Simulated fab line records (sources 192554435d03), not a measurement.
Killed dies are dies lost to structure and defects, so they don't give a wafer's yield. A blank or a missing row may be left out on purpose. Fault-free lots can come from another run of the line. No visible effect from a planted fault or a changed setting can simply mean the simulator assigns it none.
Matching of chambers ; flow n5_finfet ; N5_BEOL_M9_CURE_72 on uv_cure-03 has 3 sister chambers
The step cures SiCOH lowk, time 120 s. 3 wafers are shown with their chamber, then 9 later ones without.

WAFERS, EACH WITH ITS CHAMBER
wafer;chamber;wafer_temp_C_max
L075.6;2;372.6
L076.6;1;372.0
L086.4;0;371.8

WAFERS WHOSE CHAMBER IS MISSING
wafer;wafer_temp_C_max
L087.4;371.6
L087.5;372.4
L087.6;372.3
L089.1;371.5
L089.3;371.6
L089.5;371.7
L096.3;372.8
L096.5;371.9
L096.6;372.5

THE CHAMBER EACH PASSED THROUGH
wafer;from the rows above;in truth
L087.4;can't be placed: 0 or 1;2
L087.5;can't be placed: 2 or 1 or 0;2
L087.6;can't be placed: 1 or 2 or 0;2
L089.1;can't be placed: 0 or 1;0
L089.3;can't be placed: 0 or 1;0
L089.5;can't be placed: 0 or 1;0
L096.3;2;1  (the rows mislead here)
L096.5;can't be placed: 0 or 1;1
L096.6;can't be placed: 2 or 1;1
0 of 9 placed correctly. Unplaceable from these rows: 8, with the true chamber sitting among the candidates in 7. 1 placed wrongly.
How it was worked out, from the rows above alone: a wafer's distance from a chamber is the root of the sum, over the readings, of the square of ((its reading less the chamber's mean) divided by the reading's scatter). The wafer belongs to the nearest chamber; if the next one is less than 2 further off, it can't be placed. A chamber's mean is the mean of its shown wafers. The scatter: with one shown wafer a chamber, the root of the mean of the squares of how far each hidden wafer lies from its nearest shown one.
